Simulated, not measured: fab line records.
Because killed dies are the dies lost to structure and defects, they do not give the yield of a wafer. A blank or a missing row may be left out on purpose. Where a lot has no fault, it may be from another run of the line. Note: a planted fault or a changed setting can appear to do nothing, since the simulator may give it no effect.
fab line records | flow n5_finfet
[record] lots = 5 wafers = 15 last_day = 17
route steps=1938 shown BEOL_M0_CUTY@703 BEOL_M0@715 BEOL_M4@1111 PASSIVATION@1936
lots that met no fault: from a run of the same line without faults
start_h: hours from the record's first day to the start of the lot's first wafer shown | wait_h: hours since the lot's step before | " the same as in the row above | L1.1+2: several wafers, shown together as one row | - value missing, or start not given | * or withheld: withheld | < > ~ a bound
route shown NAME@n: a module of which the file shows steps, and the number in the route of the first | usual: the fault-free wafers' mean and standard deviation | same: alike in all rows | chamber/n: place in a boat | sites: per-site readings | _std_site: the standard deviation of these | _edge_site: mean of outer sites minus mean of inner sites | radius_mm: how far each site lies from the wafer's centre | mask NAME#n: copy n | behind: the tool/chamber that last shaped the wafer | hold: why the lot went on hold/how many hours it stayed there/how the hold came to an end | device: names the non-switching transistor (n, p or np) | end of line: at the end of the route, the tests of the same wafers | a step given without rows: its recipe and nothing more | killed: dies that structure and defects cost at the first sort, which is not the same as the wafer's yield | map: shows each die of a wafer: x if killed, . if not, _ if none is there
set.NAME: setting as actually run; set.NAME@STEP: the setting as run at that earlier step | model.NAME: the simulator's own value behind a step, which no gauge read
lots at some steps of the route; a table a step, a row a wafer
services: from which hour (start_h, from the record's first day; less than 0 if before it) a tool's chamber was out of use, for how many hours, and why
[[steps]]
[step N5_BEOL_M0_CUTY_EBR_52]
[recipe] solvent = PGMEA ebr_width_mm = 1.5
[step N5_BEOL_M0_CUTY_SOFTBAKE_53]
[recipe] temp_c = 110 time_s = 60 resist = CAR-ArF-block
[step N5_BEOL_M0_CUTY_EXPOSE_54]
[recipe] mask_id = M0_ABLK na = 1.35 source_shape = conventional sigma_outer = 0.8 polarization = unpolarized dose_mj = 36
[step N5_BEOL_M0_CUTY_PEB_55]
[recipe] peb_temp_c = 110 peb_time_s = 60 resist = CAR-ArF-block
[step N5_BEOL_M0_CUTY_DEVELOP_56]
[recipe] develop_time_s = 30 developer = TMAH resist = CAR-ArF-block rinse_liquid = diw dry = air_spin dev_temp_c = 23
[step N5_BEOL_M0_CUTY_CD_MEAS_57]
[recipe] target_cd_nm = 200 landing_energy_ev = 500 detector = se_inlens polarity = line
[usual] cd_nm = 199.9/0.83
// columns lot.wafer tool chamber start_h wait_h cd_nm
L726.1 cd_sem-02 0 186.12 - 200.3
L726.5 " 0 " " 199.1
L726.6 " 0 " " 199.3
L730.1 cd_sem-03 0 201.59 - 199.3
L730.2 " 0 " " 199.5
L730.4 " 0 " " 199.7
L732.1 cd_sem-03 0 217.73 - 199.2
L732.3 " 0 " " 199.1
L732.4 " 0 " " 199.8
L734.1 cd_sem-01 0 238.93 - 198.5
L734.2 " 0 " " 197.9
L734.5 " 0 " " 198.7
L738.3 cd_sem-02 0 254.18 - 198.4
L738.4 " 0 " " 198.0
L738.6 " 0 " " 198.7
[step N5_BEOL_M0_CUTY_OVL_MEAS_58]
[recipe] points_per_wafer = 44
[usual] M0_ABLK_OVL = -0.6/0.78
// columns lot.wafer tool chamber start_h wait_h M0_ABLK_OVL[nm]
L726.1 overlay-02 0 186.15 0.0 -0.4
L726.5 " 0 " " -0.8
L726.6 " 0 " " 0.0
L730.1 overlay-01 0 201.62 0.0 -1.0
L730.2 " 0 " " 1.4
L730.4 " 0 " " 1.1
L732.1 overlay-01 0 217.76 0.0 -0.5
L732.3 " 0 " " -0.6
L732.4 " 0 " " 0.3
L734.1 overlay-02 0 238.97 0.0 -0.4
L734.2 " 0 " " -1.6
L734.5 " 0 " " -0.4
L738.3 overlay-01 0 254.21 0.0 0.6
L738.4 " 0 " " 0.5
L738.6 " 0 " " -0.1
[step N5_BEOL_M0_CUTY_INSPECT_59]
[recipe] mode = adi inspect_instrument = macro
[usual] raw_defect_count = 2.0/1.4
// columns lot.wafer tool chamber start_h wait_h raw_defect_count
L726.1 defect_inspect-02 - 186.17 0.0 2
L726.5 " - " " 2
L726.6 " - " " 3
L730.1 defect_inspect-01 - 201.65 0.0 4
L730.2 " - " " 0
L730.4 " - " " 3
L732.1 defect_inspect-02 - 217.79 0.0 2
L732.3 " - " " 3
L732.4 " - " " 0
L734.1 defect_inspect-01 - 239.00 0.0 4
L734.2 " - " " 2
L734.5 " - " " 2
L738.3 defect_inspect-01 - 254.23 0.0 0
L738.4 " - " " 4
L738.6 " - " " 4
[step N5_BEOL_M0_CUTY_DESCUM_61]
[recipe] chemistry = O2 time_s = 7.9 source_power_w = 50 bias_power_w = 20 pressure_mtorr = 20 rf_frequency_hz = 2.712e+07 temp_c = 40 resist = CAR-ArF-block o2_flow_sccm = 225
[usual] drypump_motor_current_A = 5.6/0.51 oes_product_au = 0.81/0.086 rf_vpp_V = 243.2/1.1 showerhead_plenum_p_Torr = 2.10/0.05 throttle_valve_pct = 20.34/0.21
// columns lot.wafer tool chamber start_h wait_h drypump_motor_current_A oes_product_au rf_hours_counter_h rf_vpp_V showerhead_plenum_p_Torr throttle_valve_pct
L726.1 rie_diel-06 0 186.21 0.0 5.8 0.71 207 243.2 2.06 20.32
L726.5 " 3 " " 5.0 0.71 - 243.6 2.07 20.60
L726.6 " 0 " " 5.8 0.71 - 243.0 2.06 20.32
L730.1 rie_diel-02 0 201.68 0.0 5.0 0.94 8 244.0 2.23 20.27
L730.2 " 3 " " 5.9 0.88 50 245.8 2.21 20.14
L730.4 " 2 " " 4.9 0.80 113 243.1 2.10 20.61
L732.1 rie_diel-04 1 217.86 0.1 5.5 0.70 212 241.9 2.07 20.60
L732.3 " 3 " " 5.5 0.78 125 244.2 2.10 20.44
L732.4 " 2 " " 5.1 0.88 56 243.3 2.11 20.10
L734.1 rie_diel-04 3 240.54 1.5 5.5 0.77 135 242.7 2.10 20.46
L734.2 " 0 " " 6.2 0.81 78 243.9 2.12 19.97
L734.5 " 2 " " 5.1 0.87 - 243.9 2.11 20.11
L738.3 rie_diel-06 0 254.27 0.0 5.8 0.69 237 242.2 2.05 20.36
L738.4 " 1 " " 5.3 0.86 - 243.7 2.13 20.46
L738.6 " 0 " " 5.8 0.70 - 242.8 2.05 20.37
[step N5_BEOL_M0_CUTY_ETCH_62]
[recipe] chemistry = CF4 target = SiARC mask_material = CAR-ArF-block time_s = 58.5 ion_energy_ev = 80 pressure_mtorr = 40 source_w = 545 bias_w = 36 Ar_flow_sccm = 100 cf4_flow_sccm = 100 ends = cleared
[usual] bias_w = 35.99/0.11 drypump_motor_current_A = 5.6/0.5 etch_rf_on_time_s = 58.1/0.97 mfc_ar_sccm = 100.0/0.33 oes_product_au = 0.69/0.072 rf_vpp_V = 184.1/0.93 showerhead_plenum_p_Torr = 2.14/0.05 throttle_valve_pct = 15.53/0.21
// columns lot.wafer tool chamber start_h wait_h bias_w drypump_motor_current_A etch_rf_on_time_s mfc_ar_sccm oes_product_au rf_hours_counter_h rf_vpp_V showerhead_plenum_p_Torr throttle_valve_pct
L726.1 rie_diel-06 0 186.24 0.0 36.05 5.8 57.9 100.0 0.61 207 183.5 2.12 15.64
L726.5 " 3 " " 36.12 5.0 59.2 100.1 0.60 - 183.7 2.12 15.83
L726.6 " 0 " " 35.98 5.8 57.3 99.7 0.61 - 184.4 2.12 15.65
L730.1 rie_diel-02 0 201.72 0.0 35.76 5.0 58.7 99.9 0.80 8 185.8 2.28 15.45
L730.2 " 3 " " 35.83 5.9 57.2 100.1 0.75 50 186.7 2.26 15.36
L730.4 " 2 " " 36.01 4.9 57.7 100.1 0.67 113 183.1 2.15 15.77
L732.1 rie_diel-04 1 217.89 0.0 36.25 5.5 58.5 100.6 0.60 212 183.3 2.11 15.74
L732.3 " 3 " " 36.05 5.5 58.3 99.7 0.66 125 184.1 2.15 15.61
L732.4 " 2 " " 35.93 5.1 56.4 99.6 0.76 56 185.6 2.18 15.33
L734.1 rie_diel-04 3 240.57 0.0 35.97 5.5 57.8 100.2 0.66 135 184.2 2.15 15.63
L734.2 " 0 " " 35.96 6.3 57.4 100.6 0.70 78 184.5 2.17 15.20
L734.5 " 2 " " 35.90 5.2 55.7 99.8 0.75 - 185.7 2.17 15.35
L738.3 rie_diel-06 0 254.30 0.0 35.87 5.8 57.8 99.5 0.59 237 183.2 2.11 15.70
L738.4 " 1 " " 36.06 5.3 59.3 100.2 0.73 - 185.2 2.18 15.55
L738.6 " 0 " " 35.99 5.8 57.9 100.2 0.59 - 184.7 2.11 15.70
[step N5_BEOL_M0_CUTY_ETCH_63]
[recipe] chemistry = N2/H2 target = SOC target_depth_a = 827 overetch_a = 165 mask_material = SiARC temp_c = 40 ion_energy_ev = 200 time_s = 124 pressure_mtorr = 30 source_w = 840 bias_w = 150 n2_flow_sccm = 200 h2_flow_sccm = 200
[usual] bias_w = 150.0/0.47 drypump_motor_current_A = 5.6/0.5 oes_product_au = 0.66/0.067 rf_vpp_V = 524.1/1.8 showerhead_plenum_p_Torr = 2.55/0.06 throttle_valve_pct = 17.77/0.24
// columns lot.wafer tool chamber start_h wait_h bias_w drypump_motor_current_A oes_product_au rf_hours_counter_h rf_vpp_V showerhead_plenum_p_Torr throttle_valve_pct
L726.1 rie_diel-06 0 186.29 0.0 149.5 5.9 0.58 207 523.4 2.52 17.86
L726.5 " 3 " " 150.2 5.0 0.59 - 522.0 2.52 18.11
L726.6 " 0 " " 150.0 5.8 0.58 - 522.7 2.52 17.84
L730.1 rie_diel-02 0 201.76 0.0 150.1 5.0 0.77 8 527.3 2.71 17.65
L730.2 " 3 " " 150.9 5.9 0.71 50 528.2 2.70 17.61
L730.4 " 2 " " 149.8 5.0 0.64 113 523.1 2.56 18.07
L732.1 rie_diel-04 1 217.94 0.0 150.4 5.5 0.58 212 523.1 2.52 18.03
L732.3 " 3 " " 150.2 5.5 0.63 125 522.9 2.55 17.86
L732.4 " 2 " " 149.5 5.2 0.71 56 524.4 2.57 17.53
L734.1 rie_diel-04 3 240.62 0.0 149.8 5.5 0.63 135 524.3 2.55 17.89
L734.2 " 0 " " 149.9 6.2 0.67 78 525.9 2.57 17.31
L734.5 " 2 " " 150.1 5.1 0.70 - 524.3 2.57 17.55
L738.3 rie_diel-06 0 254.35 0.0 149.3 5.8 0.56 237 523.6 2.51 17.91
L738.4 " 1 " " 150.2 5.3 0.70 - 526.0 2.59 17.77
L738.6 " 0 " " 150.2 5.8 0.56 - 522.6 2.51 17.90
[step N5_BEOL_M0_CUTY_STRIP_64]
[recipe] chemistry = N2/H2 temp_c = 40 n2_flow_sccm = 200 h2_flow_sccm = 200 rf_frequency_hz = 6e+07
[step N5_BEOL_M0_ETCH_138]
[recipe] chemistry = CH3F/O2 target_depth_a = 120 target = SiCN time_s = 31.6 ion_energy_ev = 120 pressure_mtorr = 30 source_w = 395 bias_w = 75 Ar_flow_sccm = 150 CH3F_flow_sccm = 30 O2_flow_sccm = 20 ends = cleared
[usual] bias_w = 74.98/0.22 drypump_motor_current_A = 5.6/0.5 etch_rf_on_time_s = 29.1/0.67 mfc_ar_sccm = 150.1/0.48 oes_product_au = 0.69/0.073 rf_vpp_V = 297.5/1.3 showerhead_plenum_p_Torr = 2.01/0.049 throttle_valve_pct = 16.25/0.2
// columns lot.wafer tool chamber start_h wait_h bias_w drypump_motor_current_A etch_rf_on_time_s mfc_ar_sccm oes_product_au rf_hours_counter_h rf_vpp_V showerhead_plenum_p_Torr throttle_valve_pct
L726.1 rie_diel-06 0 186.41 0.0 74.68 5.8 45.6 150.5 0.49 207 296.3 1.98 16.37
L726.5 " 3 " " 75.22 5.0 30.9 150.0 0.60 - 298.4 1.97 16.51
L726.6 " 0 " " 74.88 5.8 46.6 150.9 0.49 - 297.4 1.98 16.35
L730.1 rie_diel-02 0 201.89 0.0 74.87 5.0 28.3 150.3 0.80 8 300.2 2.14 16.16
L730.2 " 3 " " 74.94 5.9 28.5 150.3 0.75 50 299.8 2.11 16.02
L730.4 " 2 " " 75.23 5.0 29.6 150.3 0.67 113 296.2 2.00 16.44
L732.1 rie_diel-04 1 218.06 0.0 75.03 5.5 29.3 150.5 0.60 212 297.8 1.97 16.45
L732.3 " 3 " " 75.18 5.5 28.7 149.4 0.67 125 297.5 2.01 16.37
L732.4 " 2 " " 74.59 5.2 28.3 149.5 0.76 56 297.8 2.03 16.04
L734.1 rie_diel-04 3 240.74 0.0 75.05 5.5 28.2 150.7 0.66 135 297.5 2.01 16.36
L734.2 " 0 " " 74.92 6.3 28.8 150.1 0.70 78 296.9 2.03 15.88
L734.5 " 2 " " 74.88 5.1 28.2 149.6 0.75 - 297.9 2.03 16.08
L738.3 rie_diel-06 0 254.47 0.0 74.72 5.8 29.1 150.8 0.59 237 297.2 1.97 16.42
L738.4 " 1 " " 74.92 5.3 29.6 149.7 0.74 - 298.7 2.04 16.30
L738.6 " 0 " " 74.64 5.8 29.6 150.5 0.58 - 296.8 1.97 16.42
[step N5_BEOL_M0_HM_OPEN_105]
[recipe] chemistry = Cl2/BCl3 target_depth_a = 120 target = TiN ion_energy_ev = 150 pressure_mtorr = 10 icp_w = 1000 bias_w = 126 Cl2_flow_sccm = 53.25 bcl3_flow_sccm = 21.75 Ar_flow_sccm = 25
[usual] bias_w = 126.0/0.38 drypump_motor_current_A = 6.00/0.22 mfc_ar_sccm = 25.00/0.082 oes_product_au = 0.73/0.12 throttle_valve_pct = 22.11/0.24
// columns lot.wafer tool chamber start_h wait_h bias_w drypump_motor_current_A mfc_ar_sccm oes_product_au rf_hours_counter_h throttle_valve_pct
L726.1 rie_metal-02 0 186.51 0.1 126.1 6.07 25.00 0.62 132 22.43
L726.5 " 0 " " 126.3 6.12 25.01 0.61 - 22.43
L726.6 " 0 " " 125.8 6.09 24.92 0.62 - 22.46
L730.1 rie_metal-01 1 202.03 0.1 126.1 5.71 24.95 0.63 98 21.99
L730.2 " 0 " " 126.2 6.41 25.06 0.77 40 22.04
L730.4 " 0 " " 126.2 6.41 25.04 0.76 - 22.02
L732.1 rie_metal-02 1 219.16 1.1 126.2 5.82 25.08 0.73 59 22.01
L732.3 " 1 " " 126.1 5.82 25.14 0.73 - 22.00
L732.4 " 1 " " 125.9 5.82 25.07 0.73 - 22.02
L734.1 rie_metal-02 0 241.50 0.7 125.6 6.10 24.98 1.01 0 22.13
L734.2 " 1 " " 126.6 5.81 24.96 0.71 61 22.01
L734.5 " 0 " " 126.0 6.06 24.84 1.01 - 22.14
L738.3 rie_metal-03 1 254.63 0.1 126.0 6.11 25.06 0.83 - 21.80
L738.4 " 0 " " 125.4 5.80 24.98 0.98 - 22.15
L738.6 " 1 " " 126.2 6.15 25.16 0.82 - 21.81
[step N5_BEOL_M4_RC_MEAS_101]
[usual] DIBL_N = 36.4/1.4 DIBL_P = 36.3/1.5 IOFF_N = 0.162/0.023 IOFF_P = 0.211/0.027 ION_N = 676/9.7 ION_P = 463/6.4 SS_N = 71.5/0.5 SS_P = 73.3/0.6 VT_N = 249.3/2.5 VT_P = -249.9/2.8
// columns lot.wafer tool chamber start_h wait_h DIBL_N[mV/V] DIBL_P[mV/V] IOFF_N[nA/um] IOFF_P[nA/um] ION_N[uA/um] ION_P[uA/um] SS_N[mV/dec] SS_P[mV/dec] VT_N[mV] VT_P[mV]
L726.1 prober-01 0 236.34 0.0 36.4 35.6 0.152 0.209 680 476 71.3 72.6 248.2 -250.5
L726.5 " 0 " " 36.5 35.8 0.151 0.207 670 465 71.3 73.3 252.1 -249.0
L726.6 " 0 " " 36.3 35.5 0.145 0.208 672 473 71.1 73.1 250.7 -249.6
L730.1 prober-01 0 254.61 0.0 35.5 35.9 0.159 0.230 678 470 71.0 72.8 247.9 -248.4
L730.2 " 0 " " 35.6 36.2 0.166 0.223 672 463 71.5 73.6 245.4 -248.1
L730.4 " 0 " " 37.2 37.9 0.198 0.248 681 468 71.7 73.7 246.3 -249.4
L732.1 prober-02 0 262.61 0.0 35.9 36.8 0.143 0.198 666 455 71.4 73.4 252.8 -253.1
L732.3 " 0 " " 35.8 35.1 0.135 0.181 669 455 70.7 73.1 252.3 -253.9
L732.4 " 0 " " 33.5 33.3 0.108 0.151 669 456 70.8 72.1 255.3 -254.6
L734.1 prober-02 0 292.36 0.0 37.1 37.4 0.181 0.213 680 459 71.9 73.9 249.6 -253.4
L734.2 " 0 " " 35.8 36.2 0.156 0.195 683 465 70.9 73.8 249.4 -253.5
L734.5 " 0 " " 34.9 34.9 0.152 0.181 677 455 71.1 73.4 249.9 -255.1
L738.3 prober-02 0 298.15 0.3 35.3 34.4 0.141 0.193 671 463 70.9 73.1 252.3 -248.1
L738.4 " 0 " " 35.9 34.8 0.142 0.200 669 466 71.2 73.0 250.9 -249.2
L738.6 " 0 " " 36.0 35.2 0.153 0.211 684 468 71.7 73.4 250.1 -249.5
[step N5_PASSIVATION_PROBE_49]
[usual] defect_limited_yield = 91.3/1.3 killed_at_M0_to_M3 = 33/8.9 killed_at_M4_up = 15/5.4 killed_at_contacts = 13/5.8 killed_at_front_end = 39/9.9 killed_at_other = 3.2/2.9 killed_dies = 102/15 killed_open = 68/12 killed_short = 34/7.6 sort_bin_5_function = 5.1/0.89 sort_bin_6_memory = 3.2/0.63 sort_n_pass = 1078/15 sort_yield_pct = 91.3/1.3
[same] gross_dies = 1180 killed_at_back_side = 0 sort_bin_4_leakage[%] = 0 sort_bin_8_speed[%] = 0
// columns lot.wafer tool chamber start_h wait_h defect_limited_yield[%] killed_at_M0_to_M3 killed_at_M4_up killed_at_contacts killed_at_front_end killed_at_other killed_dies killed_open killed_short sort_bin_5_function[%] sort_bin_6_memory[%] sort_n_pass sort_yield_pct[%]
L730.4 prober-02 - 360.36 0.2 90.7 32 19 13 46 0 110 75 35 5.8 3.3 1070 90.7
L732.1 prober-02 - 364.73 0.0 89.1 39 12 20 55 3 129 82 46 6.3 4.2 1051 89.1
L732.3 prober-02 - 364.83 0.1 89.9 51 13 11 44 0 119 82 36 6.1 3.7 1061 89.9
L732.4 prober-02 - 364.88 0.2 92.7 27 10 14 35 0 86 55 29 4.4 2.6 1094 92.7
// killed by level:class
L730.4 STI_FIN_REVEAL:geometric_particle:open=13 MOL_CONTACT_COAG:geometric_particle:open=10 BEOL_M4:geometric_particle:open=10 BEOL_M2:geometric_particle:open=9 FIN_SAQP:geometric_particle:open=8 FIN_SAQP:geometric_particle:short=7 BEOL_M1:geometric_particle:open=6 BEOL_M0_SAQP:geometric_particle:open=6
L732.1 MOL_CONTACT_COAG:geometric_particle:open=12 FIN_SAQP:geometric_particle:open=10 STI_FIN_REVEAL:geometric_particle:open=10 MOL_CONTACT_COAG:geometric_particle:short=8 GATE_CUT:geometric_particle:short=7 BEOL_M0_SAQP:geometric_particle:short=7 BEOL_M1:geometric_particle:open=7 FIN_SAQP:geometric_particle:short=6
L732.3 BEOL_M3:geometric_particle:open=17 BEOL_M0_SAQP:geometric_particle:short=12 BEOL_M1:geometric_particle:open=9 BEOL_M0_SAQP:geometric_particle:open=9 FIN_SAQP:geometric_particle:short=7 MOL_CONTACT_COAG:geometric_particle:open=7 FIN_SAQP:geometric_particle:open=6 BEOL_M4:geometric_particle:open=6
L732.4 MOL_CONTACT_COAG:geometric_particle:open=12 GATE_CUT:geometric_particle:short=7 BEOL_M1:geometric_particle:open=7 STI_FIN_REVEAL:geometric_particle:open=6 GATE_CUT:geometric_particle:open=6 BEOL_M2:geometric_particle:open=6 BEOL_M1:geometric_particle:short=5 BEOL_M3:geometric_particle:open=4
[[services]]
// columns tool chamber start_h hours kind
rie_diel-06 1 175.24 16.7 repair
rie_metal-02 1 182.26 13.6 repair
rie_diel-02 3 196.56 2.4 repair
rie_metal-03 0 201.58 16.2 repair
rie_diel-02 - 217.41 0.9 repair
rie_metal-03 0 217.91 - clean
rie_metal-03 0 217.91 17.4 scheduled_down
rie_metal-03 0 217.91 17.4 vent_cycle
rie_metal-02 0 218.93 - clean
rie_metal-02 0 218.93 18.7 scheduled_down
rie_metal-02 0 218.93 18.7 vent_cycle
rie_diel-02 - 221.67 28.1 pm
rie_diel-06 3 240.20 - clean
rie_diel-06 3 240.20 - consumable_replace:focus_ring
rie_diel-06 3 240.20 19.6 scheduled_down
rie_diel-06 3 240.20 19.6 vent_cycle
[[key]]
[first_sign] step = N5_BEOL_M0_ETCH_138 reading = etch_rf_on_time_s direction = up sigmas = 25 usual = * struck = *
effect none on later readings
met_at N5_BEOL_M0_ETCH_138
struck_wafers L726.1,L726.6
[fault] kind = process_parameter_drift tool = rie_diel-06 chamber = 0 onset_h = 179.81 steps = N5_BEOL_M0_ETCH_138 channel = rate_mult offset = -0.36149 shape = step end_h = 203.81
